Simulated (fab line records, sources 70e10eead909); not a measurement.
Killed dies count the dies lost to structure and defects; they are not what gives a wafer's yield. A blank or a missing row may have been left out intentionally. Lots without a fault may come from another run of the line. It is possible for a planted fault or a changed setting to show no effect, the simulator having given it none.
Chamber matching ; flow nandHarc ; rieDiel-03 running NHARC_A_CONTACT_ETCH_92: 4 sister chambers
The step etches the open film in CH3F/O2, target depth 40 nm, time 85.7 s. 27 wafers are shown with their chamber, then 12 later ones without.

## EACH WAFER AND ITS CHAMBER
wafer;chamber;drypumpMotorCurrentA (A);showerheadPlenumPTorr (Torr);rfVppV (V)
L074.2;0;5.7;2.30;240.2
L074.3;3;5.4;2.59;246.9
L074.4;2;5.4;2.28;242.7
L075.2;0;5.8;2.30;243.4
L075.3;1;5.0;2.48;243.9
L075.5;3;5.4;2.59;247.3
L078.2;1;5.0;2.48;243.4
L078.4;3;5.4;2.59;246.0
L078.5;2;5.4;2.27;240.8
L080.3;2;5.4;2.27;242.3
L080.4;1;5.0;2.47;244.4
L080.6;0;5.8;2.30;242.9
L085.1;3;5.4;2.58;245.3
L085.4;0;5.8;2.29;241.0
L085.5;3;5.4;2.59;245.9
L086.1;2;5.4;2.27;241.2
L086.2;0;5.8;2.29;240.9
L086.5;0;5.7;2.29;242.2
L087.1;2;5.4;2.66;248.1
L087.2;1;5.0;2.47;245.4
L087.3;0;5.8;2.29;242.4
L088.1;2;5.4;2.66;246.8
L088.3;3;5.4;2.58;245.1
L088.4;0;5.7;2.29;243.1
L092.1;3;5.4;2.58;246.6
L092.2;2;5.4;2.66;248.6
L092.4;1;4.9;2.47;245.5

SIGNATURES, as means of the wafers listed above
reading;chamber 0;chamber 1;chamber 2;chamber 3;scatter within a chamber
drypumpMotorCurrentA;5.763;4.980;5.400;5.400;0.0341
showerheadPlenumPTorr;2.2938;2.4740;2.4386;2.5857;0.106
rfVppV;242.012;244.520;244.357;246.157;1.92
Rule: for a wafer and a chamber, the distance is found by dividing, reading by reading, the gap between the wafer's reading and the chamber's mean by the reading's scatter, squaring, summing and taking the root. The wafer belongs to the nearest chamber; if the next one is less than 2 further off, it can't be placed. The scatter: the root of (the sum of the squares of (reading less its chamber's mean) over the shown wafers, divided by (wafers less chambers)).

## WAFERS WHOSE CHAMBER IS MISSING
wafer;drypumpMotorCurrentA (A);showerheadPlenumPTorr (Torr);rfVppV (V)
L093.1;5.0;2.46;244.6
L093.3;5.4;2.66;246.9
L093.5;5.4;2.66;245.0
L094.1;5.8;2.29;242.7
L094.4;5.4;2.65;246.0
L094.5;5.5;2.58;246.7
L097.1;5.5;2.58;245.2
L097.5;4.9;2.46;244.3
L097.6;5.4;2.65;246.5
L096.1;5.4;2.58;246.3
L096.2;5.0;2.46;241.7
L096.3;5.4;2.65;246.4

## THE CHAMBER EACH PASSED THROUGH
wafer;from the rows above;in truth
L093.1;1;1
L093.3;can't be placed: 3 or 2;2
L093.5;can't be placed: 3 or 2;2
L094.1;0;0
L094.4;can't be placed: 3 or 2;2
L094.5;can't be placed: 3 or 2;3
L097.1;can't be placed: 3 or 2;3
L097.5;1;1
L097.6;can't be placed: 3 or 2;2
L096.1;can't be placed: 3 or 2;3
L096.2;1;1
L096.3;can't be placed: 3 or 2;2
Placed correctly: 4 of 12. These rows do not allow placing 8 (true chamber among the candidates in 8). Number placed wrongly: 0.
